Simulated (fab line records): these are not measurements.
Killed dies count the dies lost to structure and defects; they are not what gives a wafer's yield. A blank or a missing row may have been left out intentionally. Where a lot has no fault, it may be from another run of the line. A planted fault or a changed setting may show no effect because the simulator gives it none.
Which of the tools did it? / flow nand_harc / Sampling: 12 lots, 36 wafers, 4 of 1159 route steps

== WHAT EACH GAUGE READ, for each wafer ==
The record lacks any reading of a measuring or inspecting step that a usual standard deviation could be used to judge.

== WHAT TOOL EACH LOT RAN ON (gives the tool, then ch and the chambers of the sampled wafers, and finally the start) ==
lot=L459; NHARC_A_CONTACT_ETCH_124=har_cap_etch-01 ch 0,1, day 19 21:52; NHARC_A_CONTACT_ETCH_125=har_cap_etch-01 ch 0,1, day 19 22:04; NHARC_A_CONTACT_ETCH_91=rie_diel-04 ch 0,1, day 19 23:55; NHARC_A_CONTACT_STRIP_82=rie_diel-06 ch 1,2,3, no start
lot=L460; NHARC_A_CONTACT_ETCH_124=har_cap_etch-03 ch 0,1, day 20 00:13; NHARC_A_CONTACT_ETCH_125=har_cap_etch-03 ch 0,1, day 20 00:24; NHARC_A_CONTACT_ETCH_91=rie_diel-04 ch 0,1, day 20 02:04; NHARC_A_CONTACT_STRIP_82=rie_diel-06 ch 0,1,2, no start
lot=L458; NHARC_A_CONTACT_ETCH_124=har_cap_etch-01 ch 0,1, day 20 08:02; NHARC_A_CONTACT_ETCH_125=har_cap_etch-01 ch 0,1, day 20 08:14; NHARC_A_CONTACT_ETCH_91=rie_diel-06 ch 1,3, day 20 09:55; NHARC_A_CONTACT_STRIP_82=rie_diel-05 ch 1,3, no start
lot=L464; NHARC_A_CONTACT_ETCH_124=har_cap_etch-02 ch 0,1, day 20 19:42; NHARC_A_CONTACT_ETCH_125=har_cap_etch-02 ch 0,1, day 20 19:54; NHARC_A_CONTACT_ETCH_91=rie_diel-04 ch 0,1,3, day 20 21:38; NHARC_A_CONTACT_STRIP_82=rie_diel-06 ch 0,1,2, no start
lot=L461; NHARC_A_CONTACT_ETCH_124=har_cap_etch-02 ch 0,1, day 21 04:37; NHARC_A_CONTACT_ETCH_125=har_cap_etch-02 ch 0,1, day 21 04:47; NHARC_A_CONTACT_ETCH_91=rie_diel-05 ch 1,2,3, day 21 06:28; NHARC_A_CONTACT_STRIP_82=rie_diel-05 ch 0,3, no start
lot=L463; NHARC_A_CONTACT_ETCH_124=har_cap_etch-01 ch 0,1, day 21 06:31; NHARC_A_CONTACT_ETCH_125=har_cap_etch-01 ch 0,1, day 21 06:43; NHARC_A_CONTACT_ETCH_91=rie_diel-06 ch 0,1,3, day 21 08:25; NHARC_A_CONTACT_STRIP_82=rie_diel-05 ch 2,3, no start
lot=L466; NHARC_A_CONTACT_ETCH_124=har_cap_etch-01 ch 0,1, day 21 11:33; NHARC_A_CONTACT_ETCH_125=har_cap_etch-01 ch 0,1, day 21 11:44; NHARC_A_CONTACT_ETCH_91=rie_diel-04 ch 1,2,3, day 21 13:25; NHARC_A_CONTACT_STRIP_82=rie_diel-06 ch 1,3, no start
lot=L465; NHARC_A_CONTACT_ETCH_124=har_cap_etch-03 ch 1, day 21 13:08; NHARC_A_CONTACT_ETCH_125=har_cap_etch-03 ch 1, day 21 13:29; NHARC_A_CONTACT_ETCH_91=rie_diel-06 ch 1,2,3, day 21 16:16; NHARC_A_CONTACT_STRIP_82=rie_diel-04 ch 0,1,2, no start
lot=L470; NHARC_A_CONTACT_ETCH_124=har_cap_etch-02 ch 0,1, day 22 13:59; NHARC_A_CONTACT_ETCH_125=har_cap_etch-02 ch 0,1, day 22 14:10; NHARC_A_CONTACT_ETCH_91=rie_diel-06 ch 0,1,3, day 22 15:56; NHARC_A_CONTACT_STRIP_82=rie_diel-06 ch 1,2,3, no start
lot=L471; NHARC_A_CONTACT_ETCH_124=har_cap_etch-03 ch 0, day 22 16:47; NHARC_A_CONTACT_ETCH_125=har_cap_etch-03 ch 0, day 22 16:59; NHARC_A_CONTACT_ETCH_91=rie_diel-06 ch 1,2,3, day 22 18:50; NHARC_A_CONTACT_STRIP_82=rie_diel-06 ch 0,2,3, no start
lot=L477; NHARC_A_CONTACT_ETCH_124=har_cap_etch-02 ch 0,1, day 23 05:10; NHARC_A_CONTACT_ETCH_125=har_cap_etch-02 ch 0,1, day 23 05:20; NHARC_A_CONTACT_ETCH_91=rie_diel-06 ch 0,3, day 23 07:01; NHARC_A_CONTACT_STRIP_82=rie_diel-06 ch 0,1,2, no start
lot=L472; NHARC_A_CONTACT_ETCH_124=har_cap_etch-02 ch 0,1, day 23 09:32; NHARC_A_CONTACT_ETCH_125=har_cap_etch-02 ch 0,1, day 23 09:44; NHARC_A_CONTACT_ETCH_91=rie_diel-06 ch 0,2,3, day 23 11:28; NHARC_A_CONTACT_STRIP_82=rie_diel-04 ch 1,2, no start
- NHARC_A_CONTACT_ETCH_124: etches the open film in C4F8/O2/Ar, time 140 s, target depth 700 nm.
- NHARC_A_CONTACT_ETCH_125: etches the open film in C4F8/O2/Ar, time 155 s, target depth 956 nm.
- NHARC_A_CONTACT_ETCH_91: etches the open film in CH3F/O2, target depth 40 nm, time 85.7 s.
- NHARC_A_CONTACT_STRIP_82: strips in O2.

== WHAT THE TOOLS THEMSELVES READ (means of the sampled wafers that have a number; where no wafer has one, the mark that the record gives instead) ==
NHARC_A_CONTACT_ETCH_124. Usual: run_length_s 141.0 s, standard deviation 0.4.
lot=L459; tool=har_cap_etch-01; run_length_s (s)=140.9; flag=
lot=L460; tool=har_cap_etch-03; run_length_s (s)=141.3; flag=
lot=L458; tool=har_cap_etch-01; run_length_s (s)=141.1; flag=
lot=L464; tool=har_cap_etch-02; run_length_s (s)=141.0; flag=
lot=L461; tool=har_cap_etch-02; run_length_s (s)=141.1; flag=
lot=L463; tool=har_cap_etch-01; run_length_s (s)=141.0; flag=
lot=L466; tool=har_cap_etch-01; run_length_s (s)=140.8; flag=
lot=L465; tool=har_cap_etch-03; run_length_s (s)=141.2; flag=
lot=L470; tool=har_cap_etch-02; run_length_s (s)=140.8; flag=
lot=L471; tool=har_cap_etch-03; run_length_s (s)=141.2; flag=
lot=L477; tool=har_cap_etch-02; run_length_s (s)=141.0; flag=
lot=L472; tool=har_cap_etch-02; run_length_s (s)=141.6; flag=

NHARC_A_CONTACT_ETCH_91. Usual: drypump_motor_current_A 5.8 A, standard deviation 0.6; oes_product_au 0.931 a.u., standard deviation 0.023; rf_vpp_V 244.6 V, standard deviation 1.7; run_length_s 106.9 s, standard deviation 0.44; showerhead_plenum_p_Torr 2.47 Torr, standard deviation 0.11; throttle_valve_pct 20.662 %, standard deviation 0.0077.
lot=L459; tool=rie_diel-04; drypump_motor_current_A (A)=6.1; oes_product_au (a.u.)=0.920; rf_vpp_V (V)=243.8; run_length_s (s)=107.1; showerhead_plenum_p_Torr (Torr)=2.39; throttle_valve_pct (%)=20.670; flag=
lot=L460; tool=rie_diel-04; drypump_motor_current_A (A)=6.1; oes_product_au (a.u.)=0.927; rf_vpp_V (V)=243.9; run_length_s (s)=107.0; showerhead_plenum_p_Torr (Torr)=2.39; throttle_valve_pct (%)=20.666; flag=
lot=L458; tool=rie_diel-06; drypump_motor_current_A (A)=5.3; oes_product_au (a.u.)=0.917; rf_vpp_V (V)=246.2; run_length_s (s)=107.0; showerhead_plenum_p_Torr (Torr)=2.59; throttle_valve_pct (%)=20.661; flag=
lot=L464; tool=rie_diel-04; drypump_motor_current_A (A)=5.6; oes_product_au (a.u.)=0.990; rf_vpp_V (V)=243.8; run_length_s (s)=107.0; showerhead_plenum_p_Torr (Torr)=2.47; throttle_valve_pct (%)=20.661; flag=
lot=L461; tool=rie_diel-05; drypump_motor_current_A (A)=6.0; oes_product_au (a.u.)=0.930; rf_vpp_V (V)=243.3; run_length_s (s)=106.9; showerhead_plenum_p_Torr (Torr)=2.42; throttle_valve_pct (%)=20.666; flag=
lot=L463; tool=rie_diel-06; drypump_motor_current_A (A)=5.9; oes_product_au (a.u.)=0.917; rf_vpp_V (V)=246.1; run_length_s (s)=106.8; showerhead_plenum_p_Torr (Torr)=2.56; throttle_valve_pct (%)=20.659; flag=
lot=L466; tool=rie_diel-04; drypump_motor_current_A (A)=5.6; oes_product_au (a.u.)=0.921; rf_vpp_V (V)=245.6; run_length_s (s)=107.4; showerhead_plenum_p_Torr (Torr)=2.51; throttle_valve_pct (%)=20.660; flag=
lot=L465; tool=rie_diel-06; drypump_motor_current_A (A)=5.4; oes_product_au (a.u.)=0.930; rf_vpp_V (V)=245.2; run_length_s (s)=106.8; showerhead_plenum_p_Torr (Torr)=2.49; throttle_valve_pct (%)=20.661; flag=
lot=L470; tool=rie_diel-06; drypump_motor_current_A (A)=5.9; oes_product_au (a.u.)=0.913; rf_vpp_V (V)=245.9; run_length_s (s)=106.6; showerhead_plenum_p_Torr (Torr)=2.56; throttle_valve_pct (%)=20.664; flag=
lot=L471; tool=rie_diel-06; drypump_motor_current_A (A)=5.4; oes_product_au (a.u.)=0.921; rf_vpp_V (V)=244.5; run_length_s (s)=106.9; showerhead_plenum_p_Torr (Torr)=2.49; throttle_valve_pct (%)=20.664; flag=
lot=L477; tool=rie_diel-06; drypump_motor_current_A (A)=6.2; oes_product_au (a.u.)=0.927; rf_vpp_V (V)=245.7; run_length_s (s)=106.4; showerhead_plenum_p_Torr (Torr)=2.54; throttle_valve_pct (%)=20.655; flag=
lot=L472; tool=rie_diel-06; drypump_motor_current_A (A)=6.0; oes_product_au (a.u.)=0.935; rf_vpp_V (V)=243.8; run_length_s (s)=95.6; showerhead_plenum_p_Torr (Torr)=2.46; throttle_valve_pct (%)=20.659; flag=OFF

NHARC_A_CONTACT_STRIP_82. Usual: drypump_motor_current_A 5.8 A, standard deviation 0.59; oes_product_au 0.995 a.u., standard deviation 0.0082; rf_vpp_V 57.8 V, standard deviation 0.92; showerhead_plenum_p_Torr 3.54 Torr, standard deviation 0.14; throttle_valve_pct 17.038 %, standard deviation 0.0096.
lot=L459; tool=rie_diel-06; drypump_motor_current_A (A)=5.4; oes_product_au (a.u.)=0.997; rf_vpp_V (V)=57.9; showerhead_plenum_p_Torr (Torr)=3.58; throttle_valve_pct (%)=17.040; flag=
lot=L460; tool=rie_diel-06; drypump_motor_current_A (A)=5.7; oes_product_au (a.u.)=0.997; rf_vpp_V (V)=58.0; showerhead_plenum_p_Torr (Torr)=3.55; throttle_valve_pct (%)=17.038; flag=
lot=L458; tool=rie_diel-05; drypump_motor_current_A (A)=5.7; oes_product_au (a.u.)=1.004; rf_vpp_V (V)=57.6; showerhead_plenum_p_Torr (Torr)=3.38; throttle_valve_pct (%)=17.034; flag=
lot=L464; tool=rie_diel-06; drypump_motor_current_A (A)=5.7; oes_product_au (a.u.)=0.989; rf_vpp_V (V)=57.7; showerhead_plenum_p_Torr (Torr)=3.55; throttle_valve_pct (%)=17.044; flag=
lot=L461; tool=rie_diel-05; drypump_motor_current_A (A)=5.4; oes_product_au (a.u.)=0.989; rf_vpp_V (V)=57.2; showerhead_plenum_p_Torr (Torr)=3.41; throttle_valve_pct (%)=17.036; flag=
lot=L463; tool=rie_diel-05; drypump_motor_current_A (A)=5.8; oes_product_au (a.u.)=0.996; rf_vpp_V (V)=57.1; showerhead_plenum_p_Torr (Torr)=3.45; throttle_valve_pct (%)=17.040; flag=
lot=L466; tool=rie_diel-06; drypump_motor_current_A (A)=5.3; oes_product_au (a.u.)=0.997; rf_vpp_V (V)=57.8; showerhead_plenum_p_Torr (Torr)=3.71; throttle_valve_pct (%)=17.046; flag=
lot=L465; tool=rie_diel-04; drypump_motor_current_A (A)=6.1; oes_product_au (a.u.)=1.003; rf_vpp_V (V)=57.8; showerhead_plenum_p_Torr (Torr)=3.48; throttle_valve_pct (%)=17.044; flag=
lot=L470; tool=rie_diel-06; drypump_motor_current_A (A)=5.4; oes_product_au (a.u.)=0.992; rf_vpp_V (V)=57.6; showerhead_plenum_p_Torr (Torr)=3.57; throttle_valve_pct (%)=17.031; flag=
lot=L471; tool=rie_diel-06; drypump_motor_current_A (A)=6.0; oes_product_au (a.u.)=1.004; rf_vpp_V (V)=57.5; showerhead_plenum_p_Torr (Torr)=3.52; throttle_valve_pct (%)=17.036; flag=
lot=L477; tool=rie_diel-06; drypump_motor_current_A (A)=5.7; oes_product_au (a.u.)=0.995; rf_vpp_V (V)=58.3; showerhead_plenum_p_Torr (Torr)=3.54; throttle_valve_pct (%)=17.032; flag=
lot=L472; tool=rie_diel-04; drypump_motor_current_A (A)=6.1; oes_product_au (a.u.)=0.996; rf_vpp_V (V)=56.9; showerhead_plenum_p_Torr (Torr)=3.53; throttle_valve_pct (%)=17.036; flag=

== THE ANSWER, worked out from the rows above alone ==
Rule: a lot counts as off when the mean over its wafers that have a number is more than 3 standard deviations away from the usual mean. Also off: a lot with no number at a reading for which 4 or more lots have one. Any other lot the step has rows for is counted as sound. First the gauges in route order, then the tools' own readings, where a lot's mean is used as printed above. At the first step where some lot is off, the reading lying furthest off is the one used; lots without a number count as furthest.
Off: L472 (NHARC_A_CONTACT_ETCH_91, run_length_s).
If a tool, at that step or one of the process steps before it, ran each lot that is off and ran no sound lot following the first of them, it fits. Can't be told from this: 2 tools fit, har_cap_etch-02 at NHARC_A_CONTACT_ETCH_124 and NHARC_A_CONTACT_ETCH_125, rie_diel-06 at NHARC_A_CONTACT_ETCH_91.

== WHAT THE SIMULATOR HAD INSERTED ==
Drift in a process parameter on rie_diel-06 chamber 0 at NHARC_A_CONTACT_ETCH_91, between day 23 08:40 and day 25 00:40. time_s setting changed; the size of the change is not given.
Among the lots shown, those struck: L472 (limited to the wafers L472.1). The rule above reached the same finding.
